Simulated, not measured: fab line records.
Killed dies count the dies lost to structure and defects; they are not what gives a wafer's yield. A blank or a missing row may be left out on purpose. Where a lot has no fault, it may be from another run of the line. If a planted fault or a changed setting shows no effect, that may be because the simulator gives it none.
fab line records    flow n5Finfet
[record] lots = 7  wafers = 39
route steps=1938 shown DUMMY_GATE@243 SD_ACTIVATION@331 MOL_CONTACT_COAG@562
startH: the number of hours between the record's first day and the start of the first shown wafer of the lot    waitH: how many hours have passed since the lot's step before this one    " the same as in the row above    L1.1+2: several wafers, shown together as one row    - no value, or no start given    * or withheld: withheld    < > ~ a bound
route shown NAME@n: a module of which the file shows steps, and the number in the route of the first    usual: mean/standard deviation taken from wafers without a fault    same: alike in all rows    chamber/n: place in a boat    sites: per-site readings    _std_site: the standard deviation of these    _edge_site: the outer-site mean with the inner-site mean subtracted    radiusMm: for every site, how far away it sits from the centre of the wafer    mask NAME#n: copy n    behind: tool/chamber where the wafer was last shaped    hold: what put the lot on hold/how long, in hours/how the hold closed    device: transistor that didn't switch, given as n, p or np    end of line: at the end of the route, the tests of the same wafers    step lacking rows: just its recipe    killed: dies that structure and defects cost at the first sort, which is not the same as the wafer's yield    map: per-die view of a wafer (x killed, . not killed, _ where there is no die)
set.NAME: the setting that was run; set.NAME@STEP: the one run at that earlier step    model.NAME: the simulator's own value behind a step, which no gauge read
one table per step and one row per wafer, for lots whose settings were changed on purpose
[[steps]]
[step N5_DUMMY_GATE_ETCH_31]
[recipe] chemistry = C4F6/O2  target = SiO2  maskMaterial = SOC  targetDepthA = 825  timeS = 27.5  ionEnergyEv = 250  pressureMtorr = 30  sourceW = 345  biasW = 185  Ar_flow_sccm = 300  C4F6_flow_sccm = 10  O2_flow_sccm = 10
lot.wafer  tool        chamber  startH  waitH  set.targetDepthA  model.etch.depthNm  model.SOC_of_DUMMY_GATE_COAT_34.thkNm
L080.1     rieDiel-06  0        82.52   0.0    931               90.88               51.2
L080.2     "           2        "       "      825               83.35               52
L080.3     "           3        "       "      825               83.46               52
L080.4     "           1        "       "      931               92.64               51
L080.5     "           1        "       "      931               92.56               51.2
L080.6     "           0        "       "      825               81.09               52.2
L084.1     rieDiel-05  3        112.15  0.0    740.4             76.07               52.4
L084.2     "           2        "       "      825               81.64               51.6
L084.3     "           1        "       "      825               81.73               51.4
L084.4     "           0        "       "      825               81.94               51.6
L084.5     "           0        "       "      740.4             73.51               52.4
L084.6     "           3        "       "      740.4             76.64               52.2
L085.2     rieDiel-06  1        112.93  0.1    825               83.21               51.8
L085.4     "           0        "       "      825               81.95               52
L085.6     "           2        "       "      825               84.49               51.6
L088.1     rieDiel-06  0        134.21  0.1    825               82.29               52
L088.2     "           1        "       "      825               82.99               51.8
L088.3     "           3        "       "      825               82.39               52
L088.4     "           2        "       "      825               84.28               51.8
L088.5     "           0        "       "      825               81.93               51.8
L088.6     "           3        "       "      825               82.6                51.8
L091.1     rieDiel-06  3        149.73  0.2    825               83.17               51.4
L091.2     "           2        "       "      825               83.87               51.6
L091.3     "           1        "       "      754.3             76                  52.4
L091.4     "           0        "       "      825               81.73               51.8
L091.5     "           0        "       "      754.3             74.86               52.4
L091.6     "           1        "       "      754.3             75.59               52.4
L092.1     rieDiel-03  1        156.51  0.0    825               79.2                52.4
L092.2     "           0        "       "      719.5             73.07               53
L092.3     "           2        "       "      719.5             72.44               53
L092.4     "           3        "       "      825               82.08               52.2
L092.5     "           2        "       "      719.5             72.54               53.2
L092.6     "           1        "       "      825               79.22               52.4
L093.1     rieDiel-05  3        160.42  0.0    825               83.87               51.8
L093.2     "           2        "       "      776.1             76.46               52.4
L093.3     "           1        "       "      776.1             76.93               52
L093.4     "           2        "       "      776.1             76.33               52.4
L093.5     "           1        "       "      825               81.45               51.6
L093.6     "           3        "       "      825               83.44               51.8
[step N5_DUMMY_GATE_ETCH_42]
[recipe] chemistry = CHF3/O2  target = SiO2  targetDepthA = 35  timeS = 31  ionEnergyEv = 30  biasW = 12  pressureMtorr = 30  sourceW = 600  Ar_flow_sccm = 200  CHF3_flow_sccm = 50  O2_flow_sccm = 5
[usual] rfVppV = 42.5/1
lot.wafer  tool        chamber  startH  waitH  set.biasW  rfVppV
L080.1     rieDiel-03  3        83.01   0.0    12         42.6
L080.2     "           1        "       "      12         42.0
L080.3     "           0        "       "      12         41.9
L080.4     "           2        "       "      12         41.8
L080.5     "           2        "       "      12         44.1
L080.6     "           1        "       "      12         41.8
L084.1     rieDiel-05  0        112.64  0.0    9.785      37.5
L084.2     "           2        "       "      12         40.9
L084.3     "           1        "       "      12         42.6
L084.4     "           3        "       "      9.785      37.4
L084.5     "           3        "       "      9.785      36.5
L084.6     "           0        "       "      12         44.1
L085.2     rieDiel-06  2        113.43  0.0    12         43.6
L085.4     "           3        "       "      12         43.2
L085.6     "           1        "       "      12         42.1
L088.1     rieDiel-05  3        134.71  0.0    12         42.9
L088.2     "           1        "       "      12         42.1
L088.3     "           0        "       "      12         42.0
L088.4     "           2        "       "      12         40.7
L088.5     "           1        "       "      12         42.5
L088.6     "           0        "       "      12         42.7
L091.1     rieDiel-05  3        150.24  0.1    10.76      39.6
L091.2     "           0        "       "      10.76      39.3
L091.3     "           2        "       "      12         39.7
L091.4     "           1        "       "      12         42.5
L091.5     "           3        "       "      12         43.5
L091.6     "           0        "       "      10.76      39.8
L092.1     rieDiel-06  1        157.01  0.1    12         43.4
L092.2     "           2        "       "      12         42.2
L092.3     "           3        "       "      13.95      48.3
L092.4     "           0        "       "      12         41.6
L092.5     "           0        "       "      13.95      46.9
L092.6     "           1        "       "      13.95      47.5
L093.1     rieDiel-06  0        160.94  0.1    10.32      38.3
L093.2     "           2        "       "      12         43.0
L093.3     "           3        "       "      12         43.8
L093.4     "           1        "       "      10.32      38.8
L093.5     "           0        "       "      12         41.7
L093.6     "           3        "       "      10.32      38.0
[step N5_SD_ACTIVATION_LSA_01]
[recipe] tempC = 1080  timeS = 0.0008  ambient = N2
lot.wafer   tool            chamber  startH  waitH  set.timeS
L080.1+3+6  laserAnneal-01  0        93.16   0.2    0.0008
L080.2+4+5  "               0        "       "      0.001017
L084.1+3+5  laserAnneal-01  0        123.42  0.2    0.0008
L084.2+4+6  "               0        "       "      0.0007237
L085.2+4+6  laserAnneal-02  0        124.70  0.2    0.0008
L088.1+3+6  laserAnneal-01  0        144.78  0.2    0.001021
L088.2+4+5  "               0        "       "      0.0008
L091.1+3+6  laserAnneal-02  0        163.30  0.2    0.0008
L091.2+4+5  "               0        "       "      0.0007256
L093.1+3+4  laserAnneal-01  0        171.49  0.2    0.0008
L093.2+5+6  "               0        "       "      0.0005501
L092.1+5+6  laserAnneal-02  0        172.05  0.2    0.0008
L092.2+3+4  "               0        "       "      0.0005579
[step N5_SD_ACTIVATION_RS_MEAS_03]
[recipe] thkMeasGauge = four-point-probe
[usual] RS_SD_N = 21.99/0.26  RS_SD_P = 56.2/0.95
lot.wafer  tool          chamber  startH  waitH  set.timeS@SD_ACTIVATION_LSA_01  RS_SD_N[ohm/sq]  RS_SD_P[ohm/sq]
L080.1     filmMetro-02  -        93.36   0.2    0.0008                          21.76            56.6
L080.2     "             -        "       "      0.001017                        21.32            57.1
L080.3     "             -        "       "      0.0008                          21.64            57.1
L080.4     "             -        "       "      0.001017                        21.38            56.8
L080.5     "             -        "       "      0.001017                        21.50            56.4
L080.6     "             -        "       "      0.0008                          21.72            56.8
L084.1     filmMetro-02  -        123.64  0.2    0.0008                          22.15            56.5
L084.2     "             -        "       "      0.0007237                       22.47            56.3
L084.3     "             -        "       "      0.0008                          22.19            55.8
L084.4     "             -        "       "      0.0007237                       22.28            56.8
L084.5     "             -        "       "      0.0008                          21.96            56.9
L084.6     "             -        "       "      0.0007237                       22.14            55.7
L085.2     filmMetro-01  -        124.90  0.2    0.0008                          21.83            57.9
L085.4     "             -        "       "      0.0008                          21.80            56.9
L085.6     "             -        "       "      0.0008                          22.00            57.4
L088.1     filmMetro-01  -        144.98  0.2    0.001021                        21.54            54.5
L088.2     "             -        "       "      0.0008                          22.25            54.0
L088.3     "             -        "       "      0.001021                        21.64            54.3
L088.4     "             -        "       "      0.0008                          21.97            54.6
L088.5     "             -        "       "      0.0008                          22.20            53.8
L088.6     "             -        "       "      0.001021                        21.21            54.4
L091.1     filmMetro-02  -        163.51  0.2    0.0008                          22.05            56.3
L091.2     "             -        "       "      0.0007256                       22.32            56.2
L091.3     "             -        "       "      0.0008                          22.11            56.9
L091.4     "             -        "       "      0.0007256                       22.07            56.1
L091.5     "             -        "       "      0.0007256                       22.74            56.2
L091.6     "             -        "       "      0.0008                          22.32            56.2
L093.1     filmMetro-01  -        171.69  0.2    0.0008                          21.73            56.2
L093.2     "             -        "       "      0.0005501                       22.77            55.6
L093.3     "             -        "       "      0.0008                          22.21            55.8
L093.4     "             -        "       "      0.0008                          21.86            55.9
L093.5     "             -        "       "      0.0005501                       23.31            55.7
L093.6     "             -        "       "      0.0005501                       22.98            54.7
L092.1     filmMetro-01  -        172.25  0.2    0.0008                          22.25            56.7
L092.2     "             -        "       "      0.0005579                       23.15            55.7
L092.3     "             -        "       "      0.0005579                       23.23            56.7
L092.4     "             -        "       "      0.0005579                       23.08            56.5
L092.5     "             -        "       "      0.0008                          21.92            56.8
L092.6     "             -        "       "      0.0008                          22.05            56.7
[step N5_MOL_CONTACT_COAG_ALD_123]
[recipe] material = SiNx  targetThkA = 50  tempC = 400  aldPrecursorFamily = SiH2I2  aldCoReactant = N2/H2-plasma  pulseTimeS = 1  purgeTimeS = 2  coReactantPurgeTimeS = 2  aldCycles = 100  pressureTorr = 2
lot.wafer         tool       chamber      startH  waitH  set.aldCycles  model.SiNx_of_MOL_CONTACT_COAG_ALD_123.thkNm
L080.1+2+3        aldSin-04  2,1,3        138.64  0.0    100            5
L080.4+5+6        "          3,2,1        "       "      107            5.4
L084.1+2+5        aldSin-04  1,0,2        162.16  0.0    100            5
L084.3+4+6        "          3,2,1        "       "      107            5.4
L085.2+4+6        aldSin-04  0,3,1        164.23  0.1    100            5
L088.1+2+3+4+5+6  aldSin-03  1,0,3,2,1,2  183.08  0.8    100            5
L091.1+5+6        aldSin-03  0,1,2        201.00  0.0    100            5
L091.2+3+4        "          2,3,1        "       "      106            5.4
L093.1+2+6        aldSin-04  3,0,0        212.24  0.0    113            5.6
L093.3+4+5        "          1,2,1        "       "      100            5
L092.1+3+4        aldSin-03  0,3,1        220.19  0.1    116            5.8
L092.2+5+6        "          2,0,1        "       "      100            5
[step N5_MOL_CONTACT_COAG_VIA_ETCH_46]
[recipe] chemistry = C4F6/O2  targetDepthA = 460  overetchA = 92  maskMaterial = SOC  target = SiO2  biasW = 455  pressureMtorr = 10  timeS = 40  sourceW = 325  Ar_flow_sccm = 300  C4F6_flow_sccm = 10  O2_flow_sccm = 10  ionEnergyEv = 575.3  ends = endPoint
[usual] rfVppV = 1588/29
lot.wafer  tool        chamber  startH  waitH  set.biasW  rfVppV
L080.1     rieDiel-04  1        140.24  0.0    496        1668
L080.2     "           2        "       "      496        1713
L080.3     "           3        "       "      455        1614
L080.4     "           0        "       "      455        1592
L080.5     "           2        "       "      455        1606
L080.6     "           1        "       "      496        1668
L084.1     rieDiel-04  3        163.89  0.0    455        1611
L084.2     "           0        "       "      455        1591
L084.3     "           1        "       "      455        1565
L084.4     "           2        "       "      455        1607
L084.5     "           1        "       "      455        1563
L084.6     "           0        "       "      455        1592
L085.2     rieDiel-04  1        165.79  0.0    455        1565
L085.4     "           0        "       "      455        1593
L085.6     "           0        "       "      455        1591
L088.1     rieDiel-02  0        184.64  0.0    485.5      1669
L088.2     "           3        "       "      455        1622
L088.3     "           2        "       "      485.5      1601
L088.4     "           1        "       "      485.5      1644
L088.5     "           1        "       "      455        1569
L088.6     "           0        "       "      455        1588
L091.1     rieDiel-02  1        202.56  0.0    455        1567
L091.2     "           0        "       "      455        1590
L091.3     "           2        "       "      455        1524
L091.4     "           3        "       "      455        1623
L091.5     "           1        "       "      455        1566
L091.6     "           2        "       "      455        1524
L093.1     rieDiel-01  3        213.67  0.0    455        1622
L093.2     "           1        "       "      455        1597
L093.3     "           0        "       "      455        1540
L093.4     "           2        "       "      413        1500
L093.5     "           0        "       "      413        1433
L093.6     "           1        "       "      413        1487
L092.1     rieDiel-04  2        222.02  0.0    455        1605
L092.2     "           0        "       "      455        1590
L092.3     "           3        "       "      378.7      1405
L092.4     "           0        "       "      455        1591
L092.5     "           3        "       "      378.7      1404
L092.6     "           2        "       "      378.7      1398
[step N5_MOL_CONTACT_COAG_STRIP_96]
[recipe] chemistry = N2/H2  powerW = 500  tempC = 40  pressureMtorr = 50  rfFrequencyHz = 6e+07  overashFraction = 0.3  biasPowerW = 28  h2Frac = 0.5  n2FlowSccm = 300  h2FlowSccm = 300
[step N5_MOL_CONTACT_COAG_ETCH_47]
[recipe] chemistry = CH3F/O2  target = SiNx  targetDepthA = 270  maskMaterial = SiO2  stopOn = W  overEtchFrac = 0.2  ionEnergyEv = 120  endpoint = OES-CN  pressureMtorr = 30  sourceW = 395  biasW = 73  Ar_flow_sccm = 150  CH3F_flow_sccm = 30  O2_flow_sccm = 20  ends = endPoint
[step N5_MOL_CONTACT_COAG_STRIP_120]
[recipe] chemistry = CHF3  resist = SiARC  rfFrequencyHz = 6e+07
[step N5_MOL_CONTACT_COAG_VIA_ETCH_117]
[recipe] chemistry = C4F6/O2  targetDepthA = 400  overetchA = 80  maskMaterial = SOC  target = SiO2  biasW = 455  pressureMtorr = 10  timeS = 26  sourceW = 325  Ar_flow_sccm = 300  C4F6_flow_sccm = 10  O2_flow_sccm = 10  ionEnergyEv = 575.3  ends = endPoint
[step N5_MOL_CONTACT_COAG_ETCH_124]
[recipe] chemistry = CH3F/O2  target = SiNx  targetDepthA = 65  maskMaterial = SOC  stopOn = SiOC  overEtchFrac = 0.3  ionEnergyEv = 120  pressureMtorr = 30  sourceW = 395  biasW = 73  Ar_flow_sccm = 150  CH3F_flow_sccm = 30  O2_flow_sccm = 20  ends = endPoint
lot.wafer  tool        chamber  startH  waitH  set.aldCycles@MOL_CONTACT_COAG_ALD_123  model.etch.depthNm
L080.1     rieDiel-01  0        142.64  0.0    100                                     5.025
L080.2     "           3        "       "      100                                     5.032
L080.3     "           1        "       "      100                                     5.016
L080.4     "           2        "       "      107                                     5.334
L080.5     "           0        "       "      107                                     5.379
L080.6     "           1        "       "      107                                     5.346
L084.1     rieDiel-02  3        165.35  0.0    100                                     5.015
L084.2     "           2        "       "      100                                     5.012
L084.3     "           0        "       "      107                                     5.378
L084.4     "           1        "       "      107                                     5.41
L084.5     "           1        "       "      100                                     4.988
L084.6     "           2        "       "      107                                     5.375
L085.2     rieDiel-02  0        167.20  0.0    100                                     5.021
L085.4     "           1        "       "      100                                     5.027
L085.6     "           0        "       "      100                                     4.973
L088.1     rieDiel-02  0        186.04  0.0    100                                     5.027
L088.2     "           1        "       "      100                                     5.008
L088.3     "           2        "       "      100                                     4.988
L088.4     "           3        "       "      100                                     5.002
L088.5     "           1        "       "      100                                     5.02
L088.6     "           0        "       "      100                                     4.979
L091.1     rieDiel-02  3        204.00  0.0    100                                     5.066
L091.2     "           0        "       "      106                                     5.311
L091.3     "           2        "       "      106                                     5.341
L091.4     "           1        "       "      106                                     5.346
L091.5     "           3        "       "      100                                     5.015
L091.6     "           0        "       "      100                                     5.023
L093.1     rieDiel-01  1        215.13  0.0    113                                     5.614
L093.2     "           3        "       "      113                                     5.604
L093.3     "           0        "       "      100                                     5.006
L093.4     "           2        "       "      100                                     4.978
L093.5     "           1        "       "      100                                     4.993
L093.6     "           0        "       "      113                                     5.634
L092.1     rieDiel-01  0        223.65  0.0    116                                     5.775
L092.2     "           1        "       "      100                                     4.99
L092.3     "           2        "       "      116                                     5.779
L092.4     "           3        "       "      116                                     5.813
L092.5     "           3        "       "      100                                     4.994
L092.6     "           2        "       "      100                                     5.04
[[key]]
[split] step = N5_DUMMY_GATE_ETCH_31  setting = targetDepthA  stated = 825  by = wafer
[response] step = N5_DUMMY_GATE_ETCH_31  reading = model.etch.depthNm  change = +0.706  per = 1%  r = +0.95
[response] step = N5_DUMMY_GATE_ETCH_31  reading = model.SOC_of_DUMMY_GATE_COAT_34.thkNm  change = -0.073  per = 1%  r = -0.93
[split] step = N5_DUMMY_GATE_ETCH_42  setting = biasW  stated = 12  by = wafer
[response] step = N5_DUMMY_GATE_ETCH_42  reading = rfVppV  change = +0.299  per = 1%  r = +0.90
[split] step = N5_SD_ACTIVATION_LSA_01  setting = timeS  stated = 0.0008  by = wafer
[response] step = N5_SD_ACTIVATION_RS_MEAS_03  reading = RS_SD_N  change = -0.0273  per = 1%  r = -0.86
[split] step = N5_MOL_CONTACT_COAG_ALD_123  setting = aldCycles  stated = 100  by = wafer
[response] step = N5_MOL_CONTACT_COAG_ALD_123  reading = model.SiNx_of_MOL_CONTACT_COAG_ALD_123.thkNm  change = +0.0512  per = 1%  r = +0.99
[response] step = N5_MOL_CONTACT_COAG_ETCH_124  reading = model.etch.depthNm  change = +0.049  per = 1%  r = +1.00
[split] step = N5_MOL_CONTACT_COAG_VIA_ETCH_46  setting = biasW  stated = 455  by = wafer
[response] step = N5_MOL_CONTACT_COAG_VIA_ETCH_46  reading = rfVppV  change = +10.8  per = 1%  r = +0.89
